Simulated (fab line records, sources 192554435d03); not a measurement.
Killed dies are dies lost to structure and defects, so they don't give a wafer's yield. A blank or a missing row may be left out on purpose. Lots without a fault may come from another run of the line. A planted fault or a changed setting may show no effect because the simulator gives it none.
Chamber matching | flow n5_finfet | N5_MIM_BOT_ETCH_STRIP_01 on rie_diel-01: 4 sister chambers
The step strips in O2. 8 wafers are shown with their chamber, then 7 later ones without.

WAFERS WITH THEIR CHAMBER
wafer  | chamber | showerhead_plenum_p_Torr (Torr) | drypump_motor_current_A (A)
L756.4 | 2       | 2.22                            | 5.3
L756.5 | 2       | 2.22                            | 5.3
L756.6 | 1       | 2.21                            | 5.0
L763.1 | 3       | 2.04                            | 6.3
L763.4 | 1       | 2.20                            | 5.1
L763.5 | 0       | 2.09                            | 5.7
L766.3 | 0       | 2.09                            | 5.7
L766.4 | 3       | 2.04                            | 6.3

WAFERS WITHOUT THEIR CHAMBER
wafer  | showerhead_plenum_p_Torr (Torr) | drypump_motor_current_A (A)
L766.6 | 2.21                            | 5.3
L773.2 | 2.20                            | 5.3
L773.4 | 2.09                            | 5.8
L773.6 | 2.03                            | 6.3
L774.1 | 2.20                            | 5.3
L774.2 | 2.03                            | 6.3
L774.5 | 2.19                            | 5.2

WHICH CHAMBER EACH WENT THROUGH
wafer  | from the rows above     | in truth
L766.6 | 2                       | 2
L773.2 | can't be placed: 2 or 1 | 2
L773.4 | 0                       | 0
L773.6 | 3                       | 3
L774.1 | can't be placed: 2 or 1 | 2
L774.2 | 3                       | 3
L774.5 | 1                       | 1
Placed correctly: 5 of 7. Can't be placed from these rows: 2 (the true chamber is among the candidates in 2). Placed wrongly: 0.
How it was worked out, from the rows above alone: a wafer's distance from a chamber is the root of the sum, over the readings, of the square of ((its reading less the chamber's mean) divided by the reading's scatter). The wafer belongs to the nearest chamber; if the next one is less than 2 further off, it can't be placed. A chamber's mean is the mean of its shown wafers. The scatter: the root of (the sum of the squares of (reading less its chamber's mean) over the shown wafers, divided by (wafers less chambers)).
